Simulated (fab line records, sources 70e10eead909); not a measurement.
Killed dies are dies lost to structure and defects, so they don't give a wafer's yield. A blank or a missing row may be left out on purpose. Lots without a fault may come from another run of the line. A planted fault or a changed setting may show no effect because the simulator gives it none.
A struck lot beside a sound one | flow nand_harc | 12 steps out of a route of 1302
Sound: wafers L527.2, L527.3, L527.5. Struck: wafers L543.1, L543.2, L543.5. The cause comes at the end.
At each step with rows: each side's tool, then ch and its chambers, then its first start. Under that, the readings that differ: sound wafers | struck wafers | difference of the means | sigmas: that difference in standard deviations of wafers without a fault.
alike: readings whose means differ by less than 2 such deviations, and words and numbers that are the same on both sides. not compared: withheld readings, readings that some wafer has no value for, bounds like >300 that may hide the same value, and numbers for which the record gives no deviation and whose values overlap.
The two part at a step that has a row with sigmas, a row that says differs or no value, or rows on one side only. Numbers that don't overlap but have no deviation are shown without sigmas and don't part them. A reading that every wafer of one side lacks parts them only if that side has two wafers or more.

first, 9 steps without rows for these wafers: NHARC_A_STAIRCASE_DEHYDRATE_433 (time 120 s); NHARC_A_STAIRCASE_HMDS_434 (time 30 s); NHARC_A_STAIRCASE_COAT_435; NHARC_A_STAIRCASE_SOFTBAKE_436 (time 170 s); NHARC_A_STAIRCASE_EBR_437; NHARC_A_STAIRCASE_EXPOSE_438 (exposes mask STAIR REV); NHARC_A_STAIRCASE_PEB_439 (peb time 130 s); NHARC_A_STAIRCASE_DEVELOP_440 (time 140 s); NHARC_A_STAIRCASE_HARDBAKE_442 (time 140 s).
NHARC_A_STAIRCASE_DESCUM_443: chemistry O2, time 3 s.
  sound on rie_diel-02 ch 0,3, day 20 10:44; struck on rie_diel-02 ch 1,2,3, day 26 14:13
  alike: drypump_motor_current_A, oes_product_au, rf_vpp_V, showerhead_plenum_p_Torr, throttle_valve_pct
  not compared: rf_hours_counter_h
NHARC_A_STAIRCASE_ETCH_444: etches the open film in C4F8/O2, target depth 20400 nm, time 6800 s.
  sound on rie_diel-02 ch 0,2, day 20 10:50; struck on rie_diel-02 ch 0,1,2, day 26 14:17
  reading          | sound                | struck               | difference | sigmas
  run_length_s (s) | 6821.7 6820.6 6820.8 | 7454.2 7454.6 7454.3 | +633.3     | +99 or more
  alike: bias_w, oes_product_au, rf_vpp_V
  not compared: rf_hours_counter_h
-- the record jumps here: 6 days lie between the struck wafers' starts before and after (it left off in module A_STAIRCASE and takes up again in module END, whose first step shown is number 1302 of the route) --
NHARC_END_SORT_01:
  the record has rows for the struck wafers here (prober-01 ch 0, day 32 05:35) and none for the sound ones

WHERE THEY PART
First at NHARC_A_STAIRCASE_ETCH_444; last, within this record, at NHARC_END_SORT_01.

WHY: what the simulator had put in
Process parameter drift: rie_diel-02, from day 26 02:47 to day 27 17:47, at NHARC_A_STAIRCASE_ETCH_444. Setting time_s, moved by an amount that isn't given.
